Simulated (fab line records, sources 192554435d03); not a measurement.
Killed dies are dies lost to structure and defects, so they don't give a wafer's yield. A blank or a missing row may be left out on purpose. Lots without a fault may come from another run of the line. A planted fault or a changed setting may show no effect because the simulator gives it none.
fab line records | flow n5_finfet | part 1 of 2: steps 1 to 14 of 25
record lots=5 wafers=15 last_day=15
route steps=1938 shown BEOL_M5@1149
lots that met no fault: from a run of the same line without faults
start_h: hours from the record's first day to the start of the lot's first wafer shown | wait_h: hours since the lot's step before | " the same as in the row above | L1.1+2: a row that stands for several wafers | - no value, or no start given | * or withheld: withheld | < > ~ a bound
route shown NAME@n: a module of which the file shows steps, and the number in the route of the first | usual: mean/standard deviation of fault-free wafers | same: alike in all rows | chamber/n: place in a boat | sites: the reading at each site | _std_site: their standard deviation | _edge_site: outer sites' mean less inner sites' | radius_mm: how far each site lies from the wafer's centre | mask NAME#n: copy n | behind: the tool/chamber that last shaped the wafer | hold: why the lot was held/for how many hours/how that ended | device: the transistor (n, p or np) that didn't switch | end of line: the same wafers' tests at the end of the route | a step without rows: its recipe alone | killed: dies lost to structure and defects at the first sort, not the wafer's yield | map: a wafer's dies, x killed, . not, _ none there
set.NAME: the setting as run; set.NAME@STEP: as run at that earlier step | model.NAME: the simulator's own value behind a step, which no gauge read
lots at some steps of the route; a table a step, a row a wafer
services: from which hour (start_h, from the record's first day; less than 0 if before it) a tool's chamber was out of use, for how many hours, and why
## steps
# step N5_BEOL_M5_OVL_MEAS_29
# recipe points_per_wafer=522
# usual V4_OVL=0.0/0.6
# columns lot.wafer tool chamber start_h wait_h V4_OVL[nm]
L074.1 overlay-02 0 173.07 0.0 -0.4
L074.4 " 0 " " 0.3
L074.5 " 0 " " 0.3
L079.3 overlay-01 0 200.49 0.1 0.0
L079.4 " 0 " " 0.4
L079.6 " 0 " " 0.3
L084.1 overlay-02 0 221.99 0.0 -0.2
L084.2 " 0 " " 0.4
L084.5 " 0 " " -0.4
L085.1 overlay-01 0 233.07 0.0 1.0
L085.2 " 0 " " 1.4
L085.4 " 0 " " 0.7
L088.2 overlay-02 0 260.83 0.0 -0.7
L088.5 " 0 " " -0.7
L088.6 " 0 " " -0.5
# step N5_BEOL_M5_INSPECT_30
# recipe mode=adi inspect_instrument=brightfield
# usual raw_defect_count=450/110
# columns lot.wafer tool chamber start_h wait_h raw_defect_count
L074.1 defect_inspect-02 - 173.13 0.1 366
L074.4 " - " " 373
L074.5 " - " " 509
L079.3 defect_inspect-01 - 200.54 0.0 368
L079.4 " - " " 721
L079.6 " - " " 409
L084.1 defect_inspect-02 - 222.05 0.1 344
L084.2 " - " " 453
L084.5 " - " " 418
L085.1 defect_inspect-01 - 233.13 0.1 493
L085.2 " - " " 487
L085.4 " - " " 627
L088.2 defect_inspect-02 - 260.88 0.0 314
L088.5 " - " " 285
L088.6 " - " " 211
# step N5_BEOL_M5_DESCUM_33
# recipe chemistry=O2 time_s=7 source_power_w=50 bias_power_w=20 pressure_mtorr=20 rf_frequency_hz=2.712e+07 temp_c=40 resist=CAR-EUV o2_flow_sccm=225
# usual drypump_motor_current_A=5.7/0.58 o2_flow_sccm=225.0/0.73 oes_product_au=0.79/0.095 rf_vpp_V=243.3/1.3 showerhead_plenum_p_Torr=2.10/0.056 throttle_valve_pct=20.45/0.25
# columns lot.wafer tool chamber start_h wait_h drypump_motor_current_A o2_flow_sccm oes_product_au rf_hours_counter_h rf_vpp_V showerhead_plenum_p_Torr throttle_valve_pct
L074.1 rie_diel-06 1 173.25 0.1 5.1 225.1 0.72 212 241.5 2.08 20.46
L074.4 " 2 " " 5.0 225.4 0.92 30 243.7 2.05 19.96
L074.5 " 3 " " 5.7 224.1 0.79 - 244.4 2.20 20.29
L079.3 rie_diel-03 1 200.57 0.0 5.7 225.2 0.89 29 243.8 2.14 20.22
L079.4 " 2 " " 6.7 226.4 0.67 - 242.8 2.07 20.71
L079.6 " 1 " " 5.7 224.8 0.90 - 240.6 2.14 20.22
L084.1 rie_diel-03 3 222.08 0.0 5.5 224.9 0.70 223 244.9 2.18 20.76
L084.2 " 0 " " 6.5 225.5 0.98 6 243.9 2.16 20.08
L084.5 " 3 " " 5.4 225.5 0.69 - 243.1 2.18 20.78
L085.1 rie_diel-03 1 233.64 0.5 5.7 225.5 0.88 41 242.4 2.13 20.22
L085.2 " 3 " " 5.4 224.6 0.69 228 244.0 2.18 20.76
L085.4 " 0 " " 6.5 224.1 0.97 - 243.9 2.15 20.08
L088.2 rie_diel-01 2 260.92 0.0 6.0 224.9 0.77 113 242.7 2.09 20.31
L088.5 " 0 " " 5.2 225.9 0.74 - 243.3 2.09 20.77
L088.6 " 3 " " 5.9 224.3 0.72 - 241.6 2.01 20.74
# step N5_BEOL_M5_ETCH_75
# recipe chemistry=N2/H2 target=underlayer target_depth_a=65 mask_material=CAR-EUV time_s=5.2 ion_energy_ev=200 pressure_mtorr=30 source_w=840 bias_w=150 n2_flow_sccm=200 h2_flow_sccm=200 ends=cleared
# usual bias_w=150.0/0.41 drypump_motor_current_A=5.8/0.58 etch_rf_on_time_s=5.19/0.14 h2_flow_sccm=199.9/0.58 oes_product_au=0.67/0.077 rf_vpp_V=524.1/2.2 showerhead_plenum_p_Torr=2.55/0.07 throttle_valve_pct=17.86/0.21
# columns lot.wafer tool chamber start_h wait_h bias_w drypump_motor_current_A etch_rf_on_time_s h2_flow_sccm oes_product_au rf_hours_counter_h rf_vpp_V showerhead_plenum_p_Torr throttle_valve_pct
L074.1 rie_diel-06 1 173.29 0.0 150.2 5.1 5.28 200.2 0.62 212 519.6 2.50 17.74
L074.4 " 2 " " 150.5 5.0 5.26 200.0 0.77 30 519.5 2.50 17.42
L074.5 " 3 " " 150.2 5.7 5.13 200.8 0.68 - 528.5 2.66 17.68
L079.3 rie_diel-03 1 200.60 0.0 150.0 5.7 5.32 199.8 0.76 29 523.3 2.60 17.67
L079.4 " 2 " " 149.6 6.6 5.25 198.5 0.58 - 523.3 2.49 17.96
L079.6 " 1 " " 150.4 5.7 5.29 200.0 0.76 - 526.6 2.60 17.67
L084.1 rie_diel-03 3 222.12 0.0 150.3 5.4 5.20 199.9 0.60 223 526.3 2.62 18.09
L084.2 " 0 " " 150.6 6.5 5.16 199.7 0.84 6 526.5 2.62 17.61
L084.5 " 3 " " 150.8 5.4 5.24 200.0 0.58 - 526.5 2.62 18.11
L085.1 rie_diel-03 1 233.67 0.0 150.0 5.7 5.39 200.8 0.73 41 525.2 2.59 17.68
L085.2 " 3 " " 150.4 5.4 5.23 199.2 0.58 228 525.2 2.62 18.12
L085.4 " 0 " " 150.0 6.5 5.18 199.0 0.81 - 525.4 2.61 17.61
L088.2 rie_diel-01 2 260.95 0.0 150.1 6.0 4.98 200.9 0.68 113 522.2 2.55 17.88
L088.5 " 0 " " 150.2 5.2 5.00 200.0 0.64 - 524.0 2.53 18.17
L088.6 " 3 " " 150.0 5.9 5.36 200.0 0.62 - 521.4 2.43 18.13
# step N5_BEOL_M5_ETCH_67
# recipe chemistry=CF4 target=SiARC target_depth_a=156 mask_material=CAR-EUV time_s=26 ion_energy_ev=80 pressure_mtorr=40 source_w=545 bias_w=36 Ar_flow_sccm=100 cf4_flow_sccm=100 ends=cleared
# usual bias_w=36.03/0.12 drypump_motor_current_A=5.7/0.58 etch_rf_on_time_s=25.9/0.69 oes_product_au=0.68/0.077 rf_vpp_V=184.1/0.99 showerhead_plenum_p_Torr=2.15/0.053 throttle_valve_pct=15.61/0.27
# columns lot.wafer tool chamber start_h wait_h bias_w drypump_motor_current_A etch_rf_on_time_s oes_product_au rf_hours_counter_h rf_vpp_V showerhead_plenum_p_Torr throttle_valve_pct
L074.1 rie_diel-06 1 173.30 0.0 36.17 5.0 26.1 0.62 212 182.7 2.12 15.70
L074.4 " 2 " " 36.07 5.0 26.0 0.78 30 183.6 2.09 15.08
L074.5 " 3 " " 35.99 5.7 26.1 0.68 - 184.2 2.24 15.55
L079.3 rie_diel-03 1 200.62 0.0 35.81 5.7 26.5 0.77 29 184.5 2.18 15.29
L079.4 " 2 " " 36.01 6.6 26.0 0.58 - 183.7 2.12 15.94
L079.6 " 1 " " 35.85 5.7 26.3 0.77 - 184.1 2.18 15.30
L084.1 rie_diel-03 3 222.13 0.0 36.03 5.4 25.6 0.60 223 184.0 2.20 15.86
L084.2 " 0 " " 35.97 6.5 25.8 0.82 6 183.5 2.18 15.09
L084.5 " 3 " " 36.20 5.4 25.5 0.60 - 185.4 2.20 15.85
L085.1 rie_diel-03 1 233.69 0.0 36.08 5.7 26.5 0.75 41 183.5 2.17 15.35
L085.2 " 3 " " 35.98 5.4 25.5 0.59 228 185.5 2.20 15.87
L085.4 " 0 " " 36.11 6.5 25.8 0.82 - 184.7 2.18 15.11
L088.2 rie_diel-01 2 260.97 0.0 36.05 6.0 25.2 0.67 113 184.7 2.17 15.70
L088.5 " 0 " " 35.84 5.2 24.8 0.65 - 182.5 2.14 15.95
L088.6 " 3 " " 36.25 5.9 27.0 0.61 - 182.2 2.04 15.74
# step N5_BEOL_M5_ETCH_68
# recipe chemistry=N2/H2 target=SOC target_depth_a=800 overetch_a=160 mask_material=SiARC temp_c=40 time_s=120 ion_energy_ev=200 pressure_mtorr=30 source_w=840 bias_w=150 n2_flow_sccm=200 h2_flow_sccm=200
# usual bias_w=150.0/0.48 drypump_motor_current_A=5.8/0.57 h2_flow_sccm=199.9/0.59 oes_product_au=0.60/0.066 rf_vpp_V=524.1/2 showerhead_plenum_p_Torr=2.55/0.07 throttle_valve_pct=17.81/0.21
# columns lot.wafer tool chamber start_h wait_h bias_w drypump_motor_current_A h2_flow_sccm oes_product_au rf_hours_counter_h rf_vpp_V showerhead_plenum_p_Torr throttle_valve_pct
L074.1 rie_diel-06 1 173.33 0.0 149.9 5.1 200.5 0.56 212 524.4 2.50 17.71
L074.4 " 2 " " 149.1 4.9 200.6 0.69 30 523.9 2.49 17.39
L074.5 " 3 " " 149.3 5.7 199.0 0.62 - 526.2 2.66 17.65
L079.3 rie_diel-03 1 200.65 0.0 150.6 5.7 200.5 0.68 29 525.7 2.60 17.62
L079.4 " 2 " " 149.9 6.6 199.7 0.51 - 523.8 2.49 17.93
L079.6 " 1 " " 150.3 5.7 199.3 0.69 - 524.3 2.60 17.61
L084.1 rie_diel-03 3 222.16 0.0 151.2 5.5 200.7 0.53 223 526.5 2.62 18.07
L084.2 " 0 " " 149.6 6.5 199.4 0.74 6 524.7 2.62 17.56
L084.5 " 3 " " 150.0 5.5 200.4 0.52 - 525.5 2.62 18.05
L085.1 rie_diel-03 1 233.72 0.0 150.8 5.7 200.9 0.67 41 525.5 2.59 17.65
L085.2 " 3 " " 149.5 5.4 199.9 0.52 228 525.3 2.62 18.05
L085.4 " 0 " " 149.5 6.5 200.5 0.73 - 524.2 2.61 17.56
L088.2 rie_diel-01 2 261.00 0.0 150.3 6.0 200.4 0.60 113 524.1 2.55 17.82
L088.5 " 0 " " 150.5 5.2 199.9 0.57 - 523.9 2.53 18.11
L088.6 " 3 " " 149.6 5.9 200.3 0.56 - 520.6 2.43 18.09
# step N5_BEOL_M5_STRIP_69
# recipe chemistry=N2/H2 temp_c=40 n2_flow_sccm=200 h2_flow_sccm=200 rf_frequency_hz=6e+07
# columns lot.wafer tool chamber start_h wait_h
L074.1+4+5 rie_diel-06 1,2,3 173.41 0.0
L079.3+4+6 rie_diel-03 1,2,1 200.73 0.0
L084.1+2+5 rie_diel-03 3,0,3 222.24 0.0
L085.1+2+4 rie_diel-03 1,3,0 233.80 0.0
L088.2+5+6 rie_diel-01 2,0,3 261.08 0.0
# step N5_BEOL_M5_STRIP_76
# recipe chemistry=N2/H2 temp_c=40 n2_flow_sccm=200 h2_flow_sccm=200 rf_frequency_hz=6e+07
# columns lot.wafer tool chamber start_h wait_h
L074.1+4+5 rie_diel-06 1,2,3 173.42 0.0
L079.3+4+6 rie_diel-03 1,2,1 200.74 0.0
L084.1+2+5 rie_diel-03 3,0,3 222.25 0.0
L085.1+2+4 rie_diel-03 1,3,0 233.81 0.0
L088.2+5+6 rie_diel-01 2,0,3 261.09 0.0
# step N5_BEOL_M5_VIA_ETCH_34
# recipe chemistry=C4F6/O2 target=SiCOH_lowk target_depth_a=883 mask_material=SOC taper_deg=4 time_s=39.2 ion_energy_ev=250 pressure_mtorr=30 source_w=345 bias_w=185 Ar_flow_sccm=300 C4F6_flow_sccm=10 O2_flow_sccm=10
# usual bias_w=184.9/0.52 drypump_motor_current_A=5.8/0.57 oes_product_au=0.79/0.092 rf_vpp_V=663/14 showerhead_plenum_p_Torr=2.86/0.069 throttle_valve_pct=20.87/0.26
# columns lot.wafer tool chamber start_h wait_h bias_w drypump_motor_current_A oes_product_au rf_hours_counter_h rf_vpp_V showerhead_plenum_p_Torr throttle_valve_pct
L074.1 rie_diel-06 1 173.43 0.0 184.9 5.1 0.72 212 640 2.82 20.88
L074.4 " 2 " " 185.8 5.0 0.91 30 675 2.79 20.40
L074.5 " 3 " " 184.9 5.7 0.81 - 703 2.97 20.75
L079.3 rie_diel-03 1 200.75 0.0 184.5 5.7 0.89 29 657 2.89 20.57
L079.4 " 2 " " 185.5 6.6 0.68 - 669 2.81 21.14
L079.6 " 1 " " 183.9 5.7 0.89 - 657 2.89 20.58
L084.1 rie_diel-03 3 222.26 0.0 184.0 5.4 0.69 223 658 2.92 21.03
L084.2 " 0 " " 185.1 6.5 0.98 6 685 2.90 20.41
L084.5 " 3 " " 184.3 5.4 0.70 - 655 2.92 21.03
L085.1 rie_diel-03 1 233.82 0.0 184.7 5.6 0.87 41 656 2.88 20.62
L085.2 " 3 " " 185.6 5.4 0.69 228 657 2.92 21.06
L085.4 " 0 " " 184.4 6.5 0.95 - 686 2.90 20.42
L088.2 rie_diel-01 2 261.10 0.0 185.1 6.0 0.78 113 653 2.89 21.07
L088.5 " 0 " " 184.3 5.2 0.74 - 652 2.84 21.24
L088.6 " 3 " " 184.3 5.9 0.71 - 651 2.71 21.02
# step N5_BEOL_M5_STRIP_85
# recipe chemistry=C4F6/O2 resist=SiARC rf_frequency_hz=6e+07
# columns lot.wafer tool chamber start_h wait_h
L074.1+4+5 rie_diel-06 1,2,3 173.47 0.0
L079.3+4+6 rie_diel-03 1,2,1 200.79 0.0
L084.1+2+5 rie_diel-03 3,0,3 222.30 0.0
L085.1+2+4 rie_diel-03 1,3,0 233.85 0.0
L088.2+5+6 rie_diel-01 2,0,3 261.13 0.0
# step N5_BEOL_M5_STRIP_36
# recipe chemistry=N2/H2 power_w=450 temp_c=40 pressure_mtorr=20 rf_frequency_hz=6e+07 overash_fraction=0.3 bias_power_w=7 h2_frac=0.5 n2_flow_sccm=200 h2_flow_sccm=200
# usual drypump_motor_current_A=5.8/0.58 h2_flow_sccm=200.1/0.61 oes_product_au=0.79/0.093 rf_vpp_V=59.4/1.5 showerhead_plenum_p_Torr=2.55/0.07 throttle_valve_pct=23.64/0.22
# columns lot.wafer tool chamber start_h wait_h drypump_motor_current_A h2_flow_sccm oes_product_au rf_hours_counter_h rf_vpp_V showerhead_plenum_p_Torr throttle_valve_pct
L074.1 rie_diel-06 1 173.48 0.0 5.0 200.8 0.73 212 58.6 2.50 23.33
L074.4 " 2 " " 5.0 200.1 0.91 30 56.8 2.49 23.29
L074.5 " 3 " " 5.7 200.2 0.79 - 59.3 2.66 23.35
L079.3 rie_diel-03 1 200.80 0.0 5.7 201.6 0.90 29 59.5 2.59 23.55
L079.4 " 2 " " 6.6 201.0 0.66 - 57.3 2.49 23.54
L079.6 " 1 " " 5.7 200.7 0.89 - 56.7 2.59 23.54
L084.1 rie_diel-03 3 222.31 0.0 5.4 199.8 0.70 223 60.9 2.62 23.77
L084.2 " 0 " " 6.5 200.6 0.96 6 59.4 2.61 23.64
L084.5 " 3 " " 5.5 199.8 0.69 - 57.9 2.62 23.73
L085.1 rie_diel-03 1 233.86 0.0 5.7 200.1 0.88 41 60.5 2.59 23.54
L085.2 " 3 " " 5.4 200.7 0.69 228 57.4 2.62 23.77
L085.4 " 0 " " 6.5 200.2 0.95 - 59.4 2.61 23.61
L088.2 rie_diel-01 2 261.14 0.0 6.0 199.3 0.78 113 62.2 2.54 23.67
L088.5 " 0 " " 5.2 198.9 0.74 - 59.9 2.53 23.99
L088.6 " 3 " " 5.9 200.5 0.72 - 59.1 2.43 24.00
# step N5_BEOL_M5_TRENCH_ETCH_37
# recipe chemistry=C4F6/O2 target_depth_a=716.52 target=SiCOH_lowk time_s=24.7 ion_energy_ev=250 pressure_mtorr=30 source_w=345 bias_w=185 Ar_flow_sccm=300 C4F6_flow_sccm=10 O2_flow_sccm=10
# usual bias_w=185.0/0.53 drypump_motor_current_A=5.8/0.57 oes_product_au=0.79/0.092 rf_vpp_V=663/14 showerhead_plenum_p_Torr=2.86/0.069 throttle_valve_pct=20.91/0.26
# columns lot.wafer tool chamber start_h wait_h bias_w drypump_motor_current_A oes_product_au rf_hours_counter_h rf_vpp_V showerhead_plenum_p_Torr throttle_valve_pct
L074.1 rie_diel-06 1 - - 185.6 5.1 0.72 212 643 2.82 20.89
L074.4 " 2 " " 184.9 4.9 0.92 30 677 2.79 20.44
L074.5 " 3 " " 184.8 5.7 0.80 - 701 2.97 20.81
L079.3 rie_diel-03 1 - - 184.6 5.7 0.89 29 656 2.89 20.63
L079.4 " 2 " " 185.7 6.6 0.67 - 668 2.81 21.18
L079.6 " 1 " " 184.7 5.7 0.89 - 658 2.89 20.62
L084.1 rie_diel-03 3 - - 184.6 5.4 0.69 223 656 2.92 21.08
L084.2 " 0 " " 184.2 6.5 0.97 6 688 2.90 20.45
L084.5 " 3 " " 185.3 5.4 0.69 - 656 2.92 21.08
L085.1 rie_diel-03 1 - - 185.8 5.7 0.87 41 658 2.89 20.66
L085.2 " 3 " " 184.7 5.4 0.70 228 656 2.92 21.11
L085.4 " 0 " " 184.4 6.5 0.96 - 686 2.90 20.47
L088.2 rie_diel-01 2 - - 184.8 6.0 0.78 113 652 2.89 21.09
L088.5 " 0 " " 184.0 5.2 0.75 - 653 2.84 21.29
L088.6 " 3 " " 185.7 5.9 0.70 - 654 2.71 21.06
# step N5_BEOL_M5_ETCH_41
# recipe chemistry=CH3F/O2 target=SiCN target_depth_a=315 taper_deg=2 time_s=56.7 ion_energy_ev=120 mask_material=TiN pressure_mtorr=30 source_w=395 bias_w=75 Ar_flow_sccm=150 CH3F_flow_sccm=30 O2_flow_sccm=20
# usual bias_w=75.03/0.23 drypump_motor_current_A=5.7/0.58 oes_product_au=0.79/0.093 rf_vpp_V=297.5/1.3 showerhead_plenum_p_Torr=2.01/0.051 throttle_valve_pct=16.32/0.26
# columns lot.wafer tool chamber start_h wait_h bias_w drypump_motor_current_A oes_product_au rf_hours_counter_h rf_vpp_V showerhead_plenum_p_Torr throttle_valve_pct
L074.1 rie_diel-06 1 - - 74.84 5.1 0.71 212 297.2 1.98 16.35
L074.4 " 2 " " 75.08 5.0 0.90 30 296.0 1.96 15.83
L074.5 " 3 " " 74.78 5.7 0.81 - 298.6 2.10 16.24
L079.3 rie_diel-03 1 - - 74.98 5.7 0.89 29 298.8 2.04 16.05
L079.4 " 2 " " 74.94 6.6 0.67 - 296.7 1.98 16.66
L079.6 " 1 " " 75.26 5.7 0.90 - 297.7 2.04 16.05
L084.1 rie_diel-03 3 - - 74.91 5.4 0.70 223 298.2 2.06 16.54
L084.2 " 0 " " 75.04 6.5 0.98 6 298.1 2.05 15.84
L084.5 " 3 " " 75.10 5.4 0.69 - 299.5 2.06 16.55
L085.1 rie_diel-03 1 - - 75.40 5.7 0.88 41 297.0 2.03 16.06
L085.2 " 3 " " 74.63 5.4 0.69 228 299.0 2.06 16.58
L085.4 " 0 " " 74.85 6.5 0.97 - 298.3 2.04 15.83
L088.2 rie_diel-01 2 - - 74.90 6.0 0.79 113 297.1 2.03 16.41
L088.5 " 0 " " 74.58 5.2 0.75 - 297.5 2.00 16.67
L088.6 " 3 " " 75.49 5.9 0.71 - 294.7 1.90 16.50
# step N5_BEOL_M5_STRIP_91
# recipe chemistry=N2/H2 time_s=10 power_w=450 temp_c=40 pressure_mtorr=20 rf_frequency_hz=6e+07 bias_power_w=7 n2_flow_sccm=200 h2_flow_sccm=200
# usual drypump_motor_current_A=5.8/0.58 h2_flow_sccm=200.0/0.62 oes_product_au=0.79/0.093 rf_vpp_V=59.2/0.86 showerhead_plenum_p_Torr=2.55/0.07 throttle_valve_pct=23.64/0.22
# columns lot.wafer tool chamber start_h wait_h drypump_motor_current_A h2_flow_sccm oes_product_au rf_hours_counter_h rf_vpp_V showerhead_plenum_p_Torr throttle_valve_pct
L074.1 rie_diel-06 1 - - 5.1 200.2 0.72 212 58.5 2.50 23.34
L074.4 " 2 " " 5.0 198.7 0.91 30 58.7 2.49 23.28
L074.5 " 3 " " 5.7 200.1 0.79 - 59.5 2.66 23.35
L079.3 rie_diel-03 1 - - 5.7 199.9 0.90 30 58.6 2.59 23.55
L079.4 " 2 " " 6.6 200.5 0.67 - 60.4 2.49 23.52
L079.6 " 1 " " 5.7 199.1 0.90 - 59.1 2.59 23.53
L084.1 rie_diel-03 3 - - 5.4 201.0 0.69 223 60.1 2.62 23.76
L084.2 " 0 " " 6.5 199.5 0.98 6 58.9 2.61 23.64
L084.5 " 3 " " 5.4 201.1 0.70 - 59.9 2.62 23.76
L085.1 rie_diel-03 1 - - 5.7 200.4 0.88 41 57.6 2.59 23.54
L085.2 " 3 " " 5.4 200.2 0.70 228 59.4 2.62 23.77
L085.4 " 0 " " 6.5 200.4 0.96 - 59.1 2.61 23.63
L088.2 rie_diel-01 2 - - 6.0 200.8 0.78 113 59.7 2.54 23.69
L088.5 " 0 " " 5.2 199.9 0.75 - 61.0 2.53 23.97
L088.6 " 3 " " 5.9 199.6 0.72 - 57.5 2.43 24.00
